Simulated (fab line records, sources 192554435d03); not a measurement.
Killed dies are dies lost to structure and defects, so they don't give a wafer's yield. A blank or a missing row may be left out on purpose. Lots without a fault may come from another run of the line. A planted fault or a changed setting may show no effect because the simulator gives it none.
Which tool did it? | flow n5_finfet | 24 lots, 72 wafers sampled, at 5 steps of a route of 1938

WHAT THE GAUGES READ, wafer by wafer
N5_MOL_CONTACT_COAG_INSPECT_42: inspects for defects (brightfield).
lot  | measured     | on                | raw_defect_count
L074 | day 5 06:41  | defect_inspect-01 | 124 134 120
L075 | day 5 12:04  | defect_inspect-01 | 161 109 218
L076 | day 5 19:31  | defect_inspect-01 | 249 303 243
L077 | day 6 01:01  | defect_inspect-02 | 219 240 218
L078 | day 6 06:48  | defect_inspect-01 | 113 117 148
L079 | day 6 13:01  | defect_inspect-01 | 167 131 143
L080 | day 6 16:47  | defect_inspect-01 | 316 323 261
L081 | day 7 04:25  | defect_inspect-02 | 186 206 183
L082 | day 7 08:11  | defect_inspect-02 | 163 122 187
L083 | day 7 10:59  | defect_inspect-01 | 175 231 252
L084 | day 7 21:22  | defect_inspect-01 | 412 248 363
L085 | day 7 23:25  | defect_inspect-01 | 199 267 176
L086 | day 8 09:43  | defect_inspect-02 | 158 127 193
L087 | day 8 12:41  | defect_inspect-01 | 237 174 270
L088 | day 8 18:20  | defect_inspect-02 | 159 160 156
L089 | day 9 03:39  | defect_inspect-01 | 141 147 229
L090 | day 9 06:18  | defect_inspect-02 | 173 156 164
L091 | day 9 12:41  | defect_inspect-02 | 250 295 209
L092 | day 9 13:08  | defect_inspect-02 | 165 87 206
L093 | day 9 19:33  | defect_inspect-01 | 209 313 212
L094 | day 10 05:08 | defect_inspect-02 | 310 347 282
L095 | day 10 09:02 | defect_inspect-01 | 299 199 176
L096 | day 10 15:29 | defect_inspect-01 | 265 265 234
L097 | day 10 18:47 | defect_inspect-02 | 266 264 339

N5_MOL_CONTACT_COAG_INSPECT_97: inspects for defects (darkfield).
lot  | measured     | on                | raw_defect_count
L074 | day 5 13:58  | defect_inspect-01 | 80 61 49
L075 | day 5 16:58  | defect_inspect-02 | 37 25 20
L076 | day 6 00:21  | defect_inspect-01 | 59 42 71
L077 | day 6 05:53  | defect_inspect-01 | 40 52 17
L078 | day 6 12:47  | defect_inspect-02 | 31 35 50
L079 | day 6 18:39  | defect_inspect-01 | 34 40 57
L080 | day 6 21:39  | defect_inspect-02 | 27 26 34
L081 | day 7 09:05  | defect_inspect-01 | 41 53 35
L082 | day 7 12:57  | defect_inspect-02 | 25 22 48
L083 | day 7 15:56  | defect_inspect-02 | 49 26 24
L084 | day 8 02:04  | defect_inspect-01 | 44 59 34
L085 | day 8 05:01  | defect_inspect-01 | 17 36 42
L086 | day 8 14:40  | defect_inspect-01 | 39 23 27
L087 | day 8 17:47  | defect_inspect-01 | 20 24 44
L088 | day 8 23:05  | defect_inspect-01 | 42 34 25
L089 | day 9 08:28  | defect_inspect-01 | 38 36 32
L090 | day 9 11:31  | defect_inspect-02 | 26 34 55
L091 | day 9 17:20  | defect_inspect-01 | 38 45 26
L092 | day 9 20:22  | defect_inspect-01 | 35 19 25
L093 | day 10 00:19 | defect_inspect-02 | 17 30 41
L094 | day 10 09:48 | defect_inspect-01 | 35 32 26
L095 | day 10 13:52 | defect_inspect-01 | 50 27 44
L096 | day 10 20:16 | defect_inspect-02 | 111 59 68
L097 | day 10 23:35 | defect_inspect-02 | 22 19 33

N5_BEOL_M0_SAQP_INSPECT_16: inspects for defects (brightfield).
lot  | measured     | on                | raw_defect_count
L074 | day 5 16:10  | defect_inspect-02 | 731 657 385
L075 | day 5 18:17  | defect_inspect-01 | 519 591 530
L076 | day 6 02:23  | defect_inspect-02 | 437 598 474
L077 | day 6 07:47  | defect_inspect-02 | 354 451 339
L078 | day 6 15:42  | defect_inspect-01 | 447 424 280
L079 | day 6 21:47  | defect_inspect-01 | 564 495 790
L080 | day 6 23:14  | defect_inspect-01 | 324 399 352
L081 | day 7 10:50  | defect_inspect-01 | 347 543 419
L082 | day 7 15:11  | defect_inspect-02 | 410 516 308
L083 | day 7 18:19  | defect_inspect-01 | 359 310 443
L084 | day 8 04:26  | defect_inspect-01 | 598 470 470
L085 | day 8 06:55  | defect_inspect-02 | 396 349 548
L086 | day 8 16:23  | defect_inspect-01 | 401 416 452
L087 | day 8 22:04  | defect_inspect-02 | 456 787 552
L088 | day 9 01:49  | defect_inspect-02 | 310 369 256
L089 | day 9 10:26  | defect_inspect-01 | 567 314 344
L090 | day 9 13:39  | defect_inspect-02 | 722 638 684
L091 | day 9 20:02  | defect_inspect-02 | 511 413 537
L092 | day 9 23:34  | defect_inspect-02 | 388 335 323
L093 | day 10 04:26 | defect_inspect-01 | 453 318 532
L094 | day 10 11:26 | defect_inspect-01 | 475 503 468
L095 | day 10 19:13 | defect_inspect-01 | 508 511 404
L096 | day 10 22:54 | defect_inspect-02 | 448 313 410
L097 | day 11 02:39 | defect_inspect-02 | 460 575 603

N5_BEOL_M0_SAQP_CD_MEAS_25: target cd 13.1 nm.
lot  | measured     | on        | cd_nm (nm)
L074 | day 5 18:41  | cd_sem-02 | 12.99 13.08 13.21
L075 | day 5 20:13  | cd_sem-02 | 13.02 12.70 12.62
L076 | day 6 03:59  | cd_sem-03 | 12.93 12.83 12.53
L077 | day 6 10:19  | cd_sem-02 | 12.31 12.90 12.89
L078 | day 6 17:36  | cd_sem-01 | 12.69 12.86 12.77
L079 | day 7 00:08  | cd_sem-01 | 12.92 12.92 12.63
L080 | day 7 01:37  | cd_sem-03 | 12.68 12.83 12.72
L081 | day 7 12:26  | cd_sem-01 | 12.92 12.88 12.72
L082 | day 7 17:46  | cd_sem-03 | 12.54 12.90 12.41
L083 | day 7 21:23  | cd_sem-03 | 13.14 12.90 12.86
L084 | day 8 06:54  | cd_sem-01 | 13.14 13.11 12.56
L085 | day 8 10:43  | cd_sem-03 | 12.98 12.78 12.66
L086 | day 8 18:05  | cd_sem-03 | 12.78 12.89 13.26
L087 | day 9 00:06  | cd_sem-02 | 12.91 12.39 12.91
L088 | day 9 04:14  | cd_sem-01 | 12.94 12.77 12.70
L089 | day 9 12:53  | cd_sem-02 | 12.78 12.55 13.13
L090 | day 9 15:36  | cd_sem-01 | 12.67 12.69 12.77
L091 | day 9 21:40  | cd_sem-01 | 12.89 13.18 12.86
L092 | day 10 02:10 | cd_sem-02 | 12.82 12.77 13.17
L093 | day 10 07:13 | cd_sem-01 | 12.58 12.55 12.60
L094 | day 10 13:34 | cd_sem-03 | 13.08 12.89 12.96
L095 | day 10 21:30 | cd_sem-02 | 12.81 12.76 12.86
L096 | day 11 00:32 | cd_sem-02 | 12.75 13.03 13.07
L097 | day 11 04:17 | cd_sem-01 | 12.79 12.65 12.59

WHICH TOOL RAN EACH LOT (tool, then ch and the chambers of the sampled wafers, then the start)
lot  | N5_MOL_CONTACT_COAG_ETCH_91
L074 | rie_diel-01 ch 0,1,3, day 5 05:49
L075 | rie_diel-03 ch 1,3, day 5 11:13
L076 | rie_diel-03 ch 0,3, day 5 18:32
L077 | rie_diel-06 ch 2,3, day 6 00:01
L078 | rie_diel-01 ch 0,1,3, day 6 05:42
L079 | rie_diel-01 ch 0,1,2, day 6 12:09
L080 | rie_diel-06 ch 2,3, day 6 15:39
L081 | rie_diel-06 ch 1,3, day 7 03:34
L082 | rie_diel-01 ch 0,1, day 7 07:12
L083 | rie_diel-03 ch 0,1, day 7 10:04
L084 | rie_diel-01 ch 1,2, day 7 20:22
L085 | rie_diel-06 ch 0,1,2, day 7 22:30
L086 | rie_diel-01 ch 1,2,3, day 8 08:50
L087 | rie_diel-03 ch 0,1, day 8 11:49
L088 | rie_diel-06 ch 0,1,3, day 8 17:28
L089 | rie_diel-03 ch 1,2,3, day 9 02:47
L090 | rie_diel-06 ch 0,1,3, day 9 05:18
L091 | rie_diel-03 ch 1,2,3, day 9 11:49
L092 | rie_diel-01 ch 0,1,3, day 9 12:08
L093 | rie_diel-03 ch 0,2,3, day 9 18:34
L094 | rie_diel-03 ch 0,2, day 10 04:08
L095 | rie_diel-06 ch 0,1,2, day 10 08:11
L096 | rie_diel-01 ch 0,1,3, day 10 14:30
L097 | rie_diel-06 ch 0,2,3, day 10 17:55
- N5_MOL_CONTACT_COAG_ETCH_91: etches SOC in N2/H2, target depth 60 nm, overetch 21 nm, time 101.2 s.

WHAT THE TOOLS THEMSELVES READ (means of the sampled wafers that have a number; where no wafer has one, the mark that the record gives instead)
N5_MOL_CONTACT_COAG_ETCH_91.
lot  | tool        | drypump_motor_current_A (A) | n2_flow_sccm (sccm) | oes_product_au (a.u.) | rf_vpp_V (V) | showerhead_plenum_p_Torr (Torr) | throttle_valve_pct (%)
L074 | rie_diel-01 | 6.2                         | 200.0               | 0.65                  | 524.3        | 2.58                            | 17.81
L075 | rie_diel-03 | 5.8                         | 199.7               | 0.66                  | 522.9        | 2.50                            | 17.82
L076 | rie_diel-03 | 5.8                         | 199.9               | 0.58                  | 525.0        | 2.57                            | 18.16
L077 | rie_diel-06 | 5.7                         | 200.3               | 0.62                  | 524.2        | 2.57                            | 18.27
L078 | rie_diel-01 | 6.2                         | 200.3               | 0.64                  | 525.1        | 2.57                            | 17.82
L079 | rie_diel-01 | 6.1                         | 200.3               | 0.64                  | 525.4        | 2.57                            | 17.81
L080 | rie_diel-06 | 5.6                         | 199.9               | 0.61                  | 525.0        | 2.59                            | 18.25
L081 | rie_diel-06 | 5.8                         | 199.8               | 0.68                  | 525.0        | 2.60                            | 18.05
L082 | rie_diel-01 | 6.6                         | 200.1               | 0.63                  | 525.6        | 2.60                            | 17.84
L083 | rie_diel-03 | 5.9                         | 200.5               | 0.78                  | 524.6        | 2.55                            | 17.82
L084 | rie_diel-01 | 6.0                         | 200.1               | 0.68                  | 524.9        | 2.55                            | 17.59
L085 | rie_diel-06 | 5.6                         | 200.5               | 0.67                  | 526.4        | 2.67                            | 17.90
L086 | rie_diel-01 | 5.7                         | 199.6               | 0.63                  | 524.5        | 2.53                            | 17.84
L087 | rie_diel-03 | 5.9                         | 199.2               | 0.74                  | 523.7        | 2.52                            | 17.80
L088 | rie_diel-06 | 5.6                         | 200.2               | 0.67                  | 527.0        | 2.64                            | 17.95
L089 | rie_diel-03 | 5.7                         | 200.1               | 0.75                  | 523.7        | 2.52                            | 17.70
L090 | rie_diel-06 | 5.6                         | 200.0               | 0.67                  | 525.2        | 2.63                            | 17.96
L091 | rie_diel-03 | 5.7                         | 200.4               | 0.74                  | 522.8        | 2.52                            | 17.71
L092 | rie_diel-01 | 6.2                         | 199.9               | 0.69                  | 524.6        | 2.56                            | 17.70
L093 | rie_diel-03 | 5.7                         | 200.1               | 0.75                  | 524.4        | 2.56                            | 17.75
L094 | rie_diel-03 | 5.5                         | 200.4               | 0.73                  | 524.4        | 2.59                            | 17.86
L095 | rie_diel-06 | 5.6                         | 199.9               | 0.73                  | 526.6        | 2.66                            | 17.77
L096 | rie_diel-01 | 6.2                         | 199.3               | 0.68                  | 524.0        | 2.56                            | 17.70
L097 | rie_diel-06 | 5.5                         | 199.8               | 0.69                  | 525.1        | 2.60                            | 18.04

THE ANSWER, worked out from the rows above alone
Rule: what is usual is taken from the lots themselves. Put in order of their means at a reading, lots are off if they are a third of the lots or fewer, leave a main group of 4 or more, and stand apart from it by a gap of 3 or more times the standard deviation of the main group's means; of several such gaps the widest counts. A main group whose means are all the same, to the digits that the tables above print for the reading, isn't used. A lot without any number at a reading at which 4 lots or more have one is off too. The other lots that the step has rows for count as sound. The gauges are gone through in route order, then the tools' own readings, and for those a lot's mean is taken as printed above. The first step at which some lot is off is used, and at that step the reading that is off furthest; a lot without a number counts as furthest.
No lot is off at any reading shown: from this, nothing can be told.

WHAT THE SIMULATOR HAD PUT IN
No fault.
